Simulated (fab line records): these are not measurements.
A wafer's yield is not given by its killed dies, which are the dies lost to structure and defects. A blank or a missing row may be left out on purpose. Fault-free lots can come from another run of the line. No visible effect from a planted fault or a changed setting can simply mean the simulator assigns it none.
Split-lot trial	flow n5 finfet	39 wafers read across 7 lots, on a route 1938 steps long

== ON THE SPLIT ==
At N5_DUMMY_GATE_EXPOSE_12 (exposes mask GATE, target cd 25 nm), the setting dose mj was moved away from the recipe's 34 on 15 of the 39 wafers read, by -7.9% to +6.5%. The other wafers ran this setting at the recipe's value.

== FROM THE SPLIT TO THE READING: what the file shows between them, 2 steps ==
- N5_DUMMY_GATE_PEB_13: peb time 60 s
- N5_DUMMY_GATE_DEVELOP_14: develop time 30 s

== THE READING ==
At N5_DUMMY_GATE_CD_MEAS_15: cd nm in nanometres, against a target cd of 25.8 nm. A value of 25.07 nm with a standard deviation of 0.24 nm is what fault-free wafers of this fab line usually give.

wafer	tool, chamber at the split	dose mj as run	against the recipe	cd nm, nm	against lot-mates on the recipe
L075.2	euv scanner-02, 0	34	recipe	25.23	-
L075.4	euv scanner-02, 0	34	recipe	25.14	-
L075.5	euv scanner-02, 0	34	recipe	24.53	-
L077.1	euv scanner-01, 0	31.32	-7.9%	26.68	+1.61
L077.2	euv scanner-01, 0	31.32	-7.9%	26.52	+1.45
L077.3	euv scanner-01, 0	31.32	-7.9%	26.96	+1.89
L077.4	euv scanner-01, 0	34	recipe	25.39	-
L077.5	euv scanner-01, 0	34	recipe	24.95	-
L077.6	euv scanner-01, 0	34	recipe	24.86	-
L080.1	euv scanner-01, 0	32.31	-5.0%	26.30	+1.37
L080.2	euv scanner-01, 0	34	recipe	24.88	-
L080.3	euv scanner-01, 0	32.31	-5.0%	25.90	+0.97
L080.4	euv scanner-01, 0	34	recipe	24.94	-
L080.5	euv scanner-01, 0	32.31	-5.0%	25.82	+0.89
L080.6	euv scanner-01, 0	34	recipe	24.97	-
L083.1	euv scanner-01, 0	34.76	+2.2%	24.56	-0.64
L083.2	euv scanner-01, 0	34	recipe	25.45	-
L083.3	euv scanner-01, 0	34.76	+2.2%	25.10	-0.10
L083.4	euv scanner-01, 0	34	recipe	24.99	-
L083.5	euv scanner-01, 0	34.76	+2.2%	24.79	-0.41
L083.6	euv scanner-01, 0	34	recipe	25.15	-
L087.1	euv scanner-02, 0	34	recipe	25.16	-
L087.2	euv scanner-02, 0	34	recipe	24.76	-
L087.3	euv scanner-02, 0	34	recipe	25.00	-
L087.4	euv scanner-02, 0	34	recipe	25.28	-
L087.5	euv scanner-02, 0	34	recipe	25.23	-
L087.6	euv scanner-02, 0	34	recipe	25.59	-
L088.1	euv scanner-01, 0	34	recipe	25.21	-
L088.2	euv scanner-01, 0	36.21	+6.5%	23.70	-1.47
L088.3	euv scanner-01, 0	36.21	+6.5%	24.02	-1.15
L088.4	euv scanner-01, 0	34	recipe	25.19	-
L088.5	euv scanner-01, 0	34	recipe	25.10	-
L088.6	euv scanner-01, 0	36.21	+6.5%	23.87	-1.30
L094.1	euv scanner-02, 0	36.16	+6.4%	24.17	-0.70
L094.2	euv scanner-02, 0	34	recipe	24.70	-
L094.3	euv scanner-02, 0	36.16	+6.4%	23.73	-1.14
L094.4	euv scanner-02, 0	36.16	+6.4%	24.01	-0.86
L094.5	euv scanner-02, 0	34	recipe	25.27	-
L094.6	euv scanner-02, 0	34	recipe	24.63	-

FIT RESULTS
A straight line over all 39 wafers: cd nm changes by -0.19 nm for each +1% of dose mj; r = -0.95; the points scatter about the line by 0.25 nm.
The same after taking each lot's own level away (the mean of its wafers on the recipe; 39 wafers): -0.192 nm for each +1%; r = -0.95; scatter 0.24 nm.
According to that fit, moving dose mj by its largest amount changes the reading by 1.5 nm.
Measured against the standard deviation above, the lots' own levels, which go from 24.867 to 25.197 nm, span 1.4 times it.
So the lot-to-lot level changes the slope little: the two slopes agree.
Check: with one of the wafers moved furthest among these (-7.9%) left out of the fit, the line predicts +1.55 nm for it against its lot-mates. Against them it came out at +1.61 nm.

== OTHER SPLITS ON THESE WAFERS ==
Before the reading, these wafers also passed through other splits. Each is held against what the fit with the lots' levels taken away leaves over:
other split on the same wafers	wafers away from the commonest value	r with cd nm (lot level and that fit taken away)
N5_DUMMY_GATE_HM_DEP_06 time s	24	-0.07

== THE WHOLE CHAIN: every reading that the file lists as answering this split, in the file's order ==
step	what it does	reading	change (the file's fit)	r (the file's)
N5_DUMMY_GATE_CD_MEAS_15	target cd 25.8 nm	cd nm	-0.191 nm for each +1% of the setting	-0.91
N5_DUMMY_GATE_TRIM_49	chemistry O2, time 29 s, target cd 14 nm	DUMMY_GATE.cd nm (the simulator's own value, which no gauge read)	-0.173 nm for each +1% of the setting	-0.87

== FILE'S OWN FIT ==
cd nm changes by -0.191 nm for each +1% of dose mj, r = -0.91.
